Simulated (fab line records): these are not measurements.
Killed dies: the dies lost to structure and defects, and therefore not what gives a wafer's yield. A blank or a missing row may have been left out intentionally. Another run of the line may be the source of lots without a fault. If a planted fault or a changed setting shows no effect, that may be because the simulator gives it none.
Which of the tools did it? | flow nandHarc | 11 lots, 33 wafers sampled, at 6 steps of a route of 1159

== WHAT THE GAUGES READ, wafer by wafer ==
NHARC_A_BONDPAD_OVL_MEAS_35.
lot  | measured     | on         | overlayXNm (nm) | overlayYNm (nm)
L287 | day 17 20:07 | overlay-01 | 10 10 10        | 5 4 5
L290 | day 18 09:58 | overlay-02 | 2 2 2           | 3 3 3
L288 | day 18 10:16 | overlay-01 | 3 3 3           | 7 8 7
L289 | day 18 10:55 | overlay-02 | 5 5 6           | 3 3 3
L292 | day 18 15:20 | overlay-02 | -3 -3 -3        | -6 -6 -6
L296 | day 19 20:43 | overlay-02 | 0 -1 0          | 4 3 4
L301 | day 20 18:35 | overlay-02 | 65 64 65        | -3 -3 -3
L302 | day 21 17:55 | overlay-01 | 55 56 56        | -8 -8 -9
L305 | day 22 01:30 | overlay-01 | 14 14 14        | -2 -1 -1
L304 | day 22 09:28 | overlay-01 | 6 6 6           | -6 -6 -6
L310 | day 23 12:57 | overlay-01 | 2 1 2           | -7 -7 -6

NHARC_END_SORT_01.
lot  | measured     | on        | defectLimitedYield (%) | killedAtArray | killedAtOther | killedAtPeriphery | killedDies | killedOpen | killedShort | sort_bin_2_pct (%) | sort_bin_3_pct (%) | sort_bin_4_pct (%) | sortNPass   | sortRimYieldPct (%) | sortYieldPct (%)
L302 | day 23 07:01 | prober-01 | 95.6                   | 23            | 2             | 5                 | 30         | 0          | 3           | 1.2                | 0                  | 3.2                | 647         | 91.5                | 95.6
L304 | day 24 03:04 | prober-01 | 91.1 91.6 92.5         | 50 48 46      | 3 1 0         | 7 8 5             | 60 57 51   | 3 7 3      | 2 1 0       | 3.0 3.0 2.1        | 0.74 0.30 0.15     | 5.2 5.2 5.3        | 617 620 626 | 88.7 91.5 93.4      | 91.1 91.6 92.5

== WHICH TOOL RAN EACH LOT (tool, then ch and the chambers of the sampled wafers, then the start) ==
lot  | NHARC_A_M1_DEGAS_29         | NHARC_A_M1_PRE_CLEAN_32         | NHARC_A_BONDPAD_EXPOSE_06        | NHARC_A_BONDPAD_DESCUM_11
L287 | pvdSputter-03, day 17 16:27 | pecvd-02 ch 0,2, day 17 18:10   | krfScanner-04 ch 0, day 17 19:53 | rieDiel-09 ch 1,2,3, day 17 20:14
L290 | pvdSputter-02, day 18 06:22 | pecvd-01 ch 1,2, day 18 07:58   | krfScanner-02 ch 0, day 18 09:43 | rieDiel-09 ch 1,3, day 18 10:05
L288 | pvdSputter-03, day 18 06:29 | pecvd-01 ch 0,1, day 18 08:19   | krfScanner-04 ch 0, day 18 10:01 | rieDiel-02 ch 2,3, day 18 10:23
L289 | pvdSputter-02, day 18 07:11 | pecvd-01 ch 0,2, day 18 08:55   | krfScanner-02 ch 0, day 18 10:40 | rieDiel-09 ch 0,3, day 18 11:02
L292 | pvdSputter-01, day 18 11:46 | pecvd-02 ch 1,2, day 18 13:26   | krfScanner-02 ch 0, day 18 15:06 | rieDiel-09 ch 0,1,2, day 18 15:28
L296 | pvdSputter-02, day 19 17:04 | pecvd-02 ch 0,2, day 19 18:46   | krfScanner-01 ch 0, day 19 20:29 | rieDiel-09 ch 0,2,3, day 19 20:52
L301 | pvdSputter-01, day 20 14:58 | pecvd-02 ch 0,1,2, day 20 16:38 | krfScanner-04 ch 0, day 20 18:21 | rieDiel-09 ch 0,2,3, day 20 18:43
L302 | pvdSputter-01, day 21 14:09 | pecvd-03 ch 0,1, day 21 15:55   | krfScanner-04 ch 0, day 21 17:40 | rieDiel-09 ch 0,2,3, day 21 18:03
L305 | pvdSputter-02, day 21 21:57 | pecvd-02 ch 0,1,2, day 21 23:34 | krfScanner-02 ch 0, day 22 01:16 | rieDiel-09 ch 0,1, day 22 01:37
L304 | pvdSputter-01, day 22 06:00 | pecvd-03 ch 0,1,2, day 22 07:38 | krfScanner-02 ch 0, day 22 09:14 | rieDiel-12 ch 0,1,2, day 22 09:35
L310 | pvdSputter-02, day 23 09:22 | pecvd-01 ch 0,1, day 23 11:08   | krfScanner-02 ch 0, day 23 12:43 | rieDiel-09 ch 0,1,3, day 23 13:05
- NHARC_A_M1_DEGAS_29: time 60 s.
- NHARC_A_M1_PRE_CLEAN_32: time 12 s.
- NHARC_A_BONDPAD_EXPOSE_06: exposes mask A BPAD.
- NHARC_A_BONDPAD_DESCUM_11: chemistry O2, time 3 s.

== WHAT THE TOOLS THEMSELVES READ (means of the sampled wafers that have a number; where no wafer has one, the mark that the record gives instead) ==
NHARC_A_M1_DEGAS_29.
lot  | tool          | heaterPowerW (W)
L287 | pvdSputter-03 | 320
L290 | pvdSputter-02 | 340
L288 | pvdSputter-03 | 340
L289 | pvdSputter-02 | 328
L292 | pvdSputter-01 | 358
L296 | pvdSputter-02 | 290
L301 | pvdSputter-01 | 301
L302 | pvdSputter-01 | 310
L305 | pvdSputter-02 | 311
L304 | pvdSputter-01 | 321
L310 | pvdSputter-02 | 290

NHARC_A_M1_PRE_CLEAN_32.
lot  | tool     | heaterPowerOuterW (W) | heaterPowerW (W) | rfFwdPowerW (W)
L287 | pecvd-02 | 344                   | 574              | 292.4
L290 | pecvd-01 | 351                   | 595              | 292.4
L288 | pecvd-01 | 360                   | 610              | 292.2
L289 | pecvd-01 | 346                   | 582              | 292.4
L292 | pecvd-02 | 297                   | 518              | 293.0
L296 | pecvd-02 | 344                   | 557              | 292.5
L301 | pecvd-02 | 344                   | 578              | 292.9
L302 | pecvd-03 | 330                   | 573              | 292.2
L305 | pecvd-02 | 324                   | 537              | 293.1
L304 | pecvd-03 | 326                   | 565              | 292.7
L310 | pecvd-01 | 388                   | 666              | 292.4

NHARC_A_BONDPAD_DESCUM_11.
lot  | tool       | drypumpMotorCurrentA (A) | oesProductAu (a.u.) | rfVppV (V) | showerheadPlenumPTorr (Torr) | throttleValvePct (%)
L287 | rieDiel-09 | 5.31                     | 0.998               | 57.7       | 1.85                         | 11.309
L290 | rieDiel-09 | 5.22                     | 0.994               | 58.1       | 1.80                         | 11.312
L288 | rieDiel-02 | 5.28                     | 1.012               | 58.9       | 2.01                         | 11.312
L289 | rieDiel-09 | 5.23                     | 0.997               | 57.0       | 1.82                         | 11.299
L292 | rieDiel-09 | 5.48                     | 1.003               | 57.4       | 1.86                         | 11.316
L296 | rieDiel-09 | 5.37                     | 1.003               | 57.8       | 1.86                         | 11.310
L301 | rieDiel-09 | 5.40                     | 1.008               | 57.9       | 1.86                         | 11.312
L302 | rieDiel-09 | 5.40                     | 0.994               | 57.7       | 1.86                         | 11.306
L305 | rieDiel-09 | 5.38                     | 0.994               | 57.0       | 1.82                         | 11.310
L304 | rieDiel-12 | 5.10                     | 0.986               | 58.5       | 1.92                         | 11.308
L310 | rieDiel-09 | 5.29                     | 0.997               | 58.6       | 1.82                         | 11.310

== THE ANSWER, worked out from the rows above alone ==
Rule: usual is defined by the lots themselves. The widest of any qualifying gaps counts: lots, ordered by their means at a reading, are off when they make up no more than a third of the lots, leave a main group of 4 or more, and stand apart from it by 3 or more times the standard deviation of that group's means. Not used: any main group whose means are identical at the precision the tables above print for the reading. A lot without any number at a reading at which 4 lots or more have one is off too. Any other lot the step has rows for is counted as sound. First the gauges in route order, then the tools' own readings, where a lot's mean is used as printed above. At the first step where some lot is off, the reading lying furthest off is the one used; lots without a number count as furthest.
Off: L301, L302, at NHARC_A_BONDPAD_OVL_MEAS_35 (overlayXNm). Main group: mean 4 nm, sd 4.9.
If a tool, at a process step before that reading, ran all the lots that are off and no sound lot after the first of them, it fits. Those tools and the gauges at NHARC_A_BONDPAD_OVL_MEAS_35 are tried in the same way. One fits: krfScanner-04 at NHARC_A_BONDPAD_EXPOSE_06. A fault onset in the window from L288 (day 18 10:01, its last sound lot) to L301 (day 20 18:21, its first lot off) fits.

== WHAT THE SIMULATOR HAD PUT IN ==
Scanner matching overlay: krfScanner-04, from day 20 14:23 on, at NHARC_A_BONDPAD_EXPOSE_06. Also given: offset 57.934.
Struck lots among those shown: L301, L302. Same finding as the rule above.
